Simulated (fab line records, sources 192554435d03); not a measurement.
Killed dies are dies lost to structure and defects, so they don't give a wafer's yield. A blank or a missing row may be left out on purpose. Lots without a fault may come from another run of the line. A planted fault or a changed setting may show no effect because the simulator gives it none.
Split-lot experiment | flow n5_finfet | 7 lots, 39 wafers read, on a route of 1938 steps

THE SPLIT
At N5_BEOL_M11_DESCUM_16 (chemistry O2, time 7.9 s), the setting time_s was moved away from the recipe's 7.9 s on 18 of the 39 wafers read, by -58.2% to +59.0%. The other wafers ran this setting at the recipe's value.

The file shows no step between the split and the reading.

THE READING
CAR-ArF_of_BEOL_M11_COAT_05.thk_nm (the simulator's own value, which no gauge read), in nm, at N5_BEOL_M11_ETCH_61 (etches SiARC in CF4, target depth 39 nm, time 65 s). The file gives no usual value for it. The 21 wafers here that ran the recipe average 55.6 nm, standard deviation 0.24 nm.

wafer  | tool, chamber at the split | time_s as run, s | against the recipe | CAR-ArF_of_BEOL_M11_COAT_05.thk_nm, nm | against lot-mates on the recipe
L083.1 | rie_diel-05, 0,3,1         | 7.9              | recipe             | 55.6                                   | -
L083.4 | rie_diel-05, 0,3,1         | 7.9              | recipe             | 55.6                                   | -
L083.2 | rie_diel-05, 2             | 9.864            | +24.9%             | 54.6                                   | -1.1
L083.6 | rie_diel-05, 3,2           | 9.864            | +24.9%             | 54.6                                   | -1.1
L083.3 | rie_diel-05, 0,3,1         | 7.9              | recipe             | 55.8                                   | -
L083.5 | rie_diel-05, 3,2           | 9.864            | +24.9%             | 54.2                                   | -1.5
L081.1 | rie_diel-01, 3             | 7.9              | recipe             | 55.8                                   | -
L081.2 | rie_diel-01, 1,0           | 3.305            | -58.2%             | 58.8                                   | +2.7
L081.6 | rie_diel-01, 1,0           | 3.305            | -58.2%             | 58.8                                   | +2.7
L081.3 | rie_diel-01, 0,1           | 7.9              | recipe             | 56.2                                   | -
L081.5 | rie_diel-01, 0,1           | 7.9              | recipe             | 56.2                                   | -
L081.4 | rie_diel-01, 2             | 3.305            | -58.2%             | 58.6                                   | +2.5
L084.1 | rie_diel-06, 1             | 7.9              | recipe             | 55.2                                   | -
L084.5 | rie_diel-06, 2             | 7.9              | recipe             | 55.6                                   | -
L084.6 | rie_diel-06, 3             | 7.9              | recipe             | 55.4                                   | -
L085.1 | rie_diel-05, 2             | 12.56            | +59.0%             | 52.8                                   | -2.6
L085.2 | rie_diel-05, 0,3,1         | 7.9              | recipe             | 55.4                                   | -
L085.3 | rie_diel-05, 0,3,1         | 7.9              | recipe             | 55.4                                   | -
L085.4 | rie_diel-05, 0,3,1         | 7.9              | recipe             | 55.4                                   | -
L085.5 | rie_diel-05, 0,1           | 12.56            | +59.0%             | 52.6                                   | -2.8
L085.6 | rie_diel-05, 0,1           | 12.56            | +59.0%             | 52.6                                   | -2.8
L094.1 | rie_diel-01, 2,0           | 7.9              | recipe             | 55.6                                   | -
L094.3 | rie_diel-01, 1             | 7.9              | recipe             | 55.6                                   | -
L094.4 | rie_diel-01, 2,0           | 7.9              | recipe             | 55.6                                   | -
L094.2 | rie_diel-01, 3             | 6.453            | -18.3%             | 56.6                                   | +1.0
L094.5 | rie_diel-01, 0             | 6.453            | -18.3%             | 56.2                                   | +0.6
L094.6 | rie_diel-01, 1             | 6.453            | -18.3%             | 56.4                                   | +0.8
L095.1 | rie_diel-06, 2,0           | 7.9              | recipe             | 55.6                                   | -
L095.2 | rie_diel-06, 2,0           | 7.9              | recipe             | 55.6                                   | -
L095.3 | rie_diel-06, 3             | 9.574            | +21.2%             | 55                                     | -0.7
L095.4 | rie_diel-06, 1             | 9.574            | +21.2%             | 54.6                                   | -1.1
L095.5 | rie_diel-06, 3             | 7.9              | recipe             | 55.8                                   | -
L095.6 | rie_diel-06, 2             | 9.574            | +21.2%             | 54.4                                   | -1.3
L096.1 | rie_diel-01, 1,0           | 7.9              | recipe             | 55.4                                   | -
L096.5 | rie_diel-01, 1             | 7.9              | recipe             | 55.4                                   | -
L096.2 | rie_diel-01, 1,0           | 7.9              | recipe             | 55.6                                   | -
L096.3 | rie_diel-01, 2             | 9.978            | +26.3%             | 54.6                                   | -0.9
L096.4 | rie_diel-01, 3             | 9.978            | +26.3%             | 54                                     | -1.5
L096.6 | rie_diel-01, 2             | 9.978            | +26.3%             | 54.2                                   | -1.3
Where a row lists several chambers, the file gives one row for several wafers and doesn't say which wafer went through which chamber.

THE FIT
A straight line over all 39 wafers: CAR-ArF_of_BEOL_M11_COAT_05.thk_nm changes by -0.0508 nm for each +1% of time_s; r = -0.98; the points scatter about the line by 0.24 nm.
The same after taking each lot's own level away (the mean of its wafers on the recipe; 39 wafers): -0.0461 nm for each +1%; r = -0.99; scatter 0.16 nm.
On that fit, the largest move of time_s shifts the reading by 2.7 nm.
The lots' own levels span 55.40 to 56.07 nm, that is 2.7 times the standard deviation above.
So the lot-to-lot level changes the slope: the two fits differ.
Check: with one of the wafers moved furthest among these (+59.0%) left out of the fit, the line predicts -2.75 nm for it against its lot-mates. It came out at -2.6 nm against them.

OTHER SPLITS ON THESE WAFERS
These wafers also went through other splits before the reading. Each is held against what the fit with the lots' levels taken away leaves over:
other split on the same wafers       | wafers away from the commonest value | r with CAR-ArF_of_BEOL_M11_COAT_05.thk_nm (lot level and that fit taken away)
N5_FIN_SAQP_ALD_61 ald_cycles        | 15                                   | -0.17
N5_STI_FIN_REVEAL_ETCHBACK_08 time_s | 9                                    | -0.01
N5_SD_EPI_N_DESCUM_14 time_s         | 15                                   | +0.11
N5_HKMG_FIN_DESCUM_17 time_s         | 15                                   | -0.08

THE WHOLE CHAIN: every reading that the file lists as answering this split, in the file's order
step                  | what it does                                       | reading                                                                             | change (the file's fit)                | r (the file's)
N5_BEOL_M11_DESCUM_16 | chemistry O2, time 7.9 s                           | CAR-ArF_of_BEOL_M11_COAT_05.thk_nm (the simulator's own value, which no gauge read) | -0.0453 nm for each +1% of the setting | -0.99
N5_BEOL_M11_ETCH_61   | etches SiARC in CF4, target depth 39 nm, time 65 s | CAR-ArF_of_BEOL_M11_COAT_05.thk_nm (the simulator's own value, which no gauge read) | -0.0462 nm for each +1% of the setting | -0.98

THE FILE'S OWN FIT
CAR-ArF_of_BEOL_M11_COAT_05.thk_nm changes by -0.0462 nm for each +1% of time_s, r = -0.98.
